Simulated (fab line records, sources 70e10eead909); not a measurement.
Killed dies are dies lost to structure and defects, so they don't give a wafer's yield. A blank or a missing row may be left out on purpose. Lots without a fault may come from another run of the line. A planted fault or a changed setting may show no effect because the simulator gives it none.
Chamber matching | flow nand_harc | NHARC_A_BLC_STRIP_29 on rie_diel-10: 4 sister chambers
The step strips in CF4. 8 wafers are shown with their chamber, then 11 later ones without.

WAFERS WITH THEIR CHAMBER
wafer  | chamber | showerhead_plenum_p_Torr (Torr) | drypump_motor_current_A (A)
L171.2 | 2       | 1.67                            | 6.28
L176.1 | 2       | 1.66                            | 6.29
L184.3 | 0       | 1.84                            | 6.02
L184.4 | 1       | 1.78                            | 5.91
L186.1 | 3       | 1.88                            | 6.24
L186.4 | 0       | 1.84                            | 6.00
L186.5 | 1       | 1.78                            | 5.93
L185.1 | 3       | 1.88                            | 6.18

WAFERS WITHOUT THEIR CHAMBER
wafer  | showerhead_plenum_p_Torr (Torr) | drypump_motor_current_A (A)
L185.3 | 1.66                            | 6.25
L185.4 | 1.78                            | 5.96
L187.1 | 1.78                            | 5.95
L187.4 | 1.66                            | 6.29
L187.5 | 1.66                            | 6.27
L188.2 | 1.66                            | 6.24
L188.3 | 1.78                            | 5.92
L188.6 | 1.84                            | 6.02
L189.3 | 1.88                            | 6.19
L189.5 | 1.84                            | 6.01
L189.6 | 1.78                            | 5.95

WHICH CHAMBER EACH WENT THROUGH
wafer  | from the rows above | in truth
L185.3 | 2                   | 2
L185.4 | 1                   | 1
L187.1 | 1                   | 1
L187.4 | 2                   | 2
L187.5 | 2                   | 2
L188.2 | 2                   | 2
L188.3 | 1                   | 1
L188.6 | 0                   | 0
L189.3 | 3                   | 3
L189.5 | 0                   | 0
L189.6 | 1                   | 1
Placed correctly: 11 of 11. Can't be placed from these rows: 0. Placed wrongly: 0.
How it was worked out, from the rows above alone: a wafer's distance from a chamber is the root of the sum, over the readings, of the square of ((its reading less the chamber's mean) divided by the reading's scatter). The wafer belongs to the nearest chamber; if the next one is less than 2 further off, it can't be placed. A chamber's mean is the mean of its shown wafers. The scatter: the root of (the sum of the squares of (reading less its chamber's mean) over the shown wafers, divided by (wafers less chambers)).
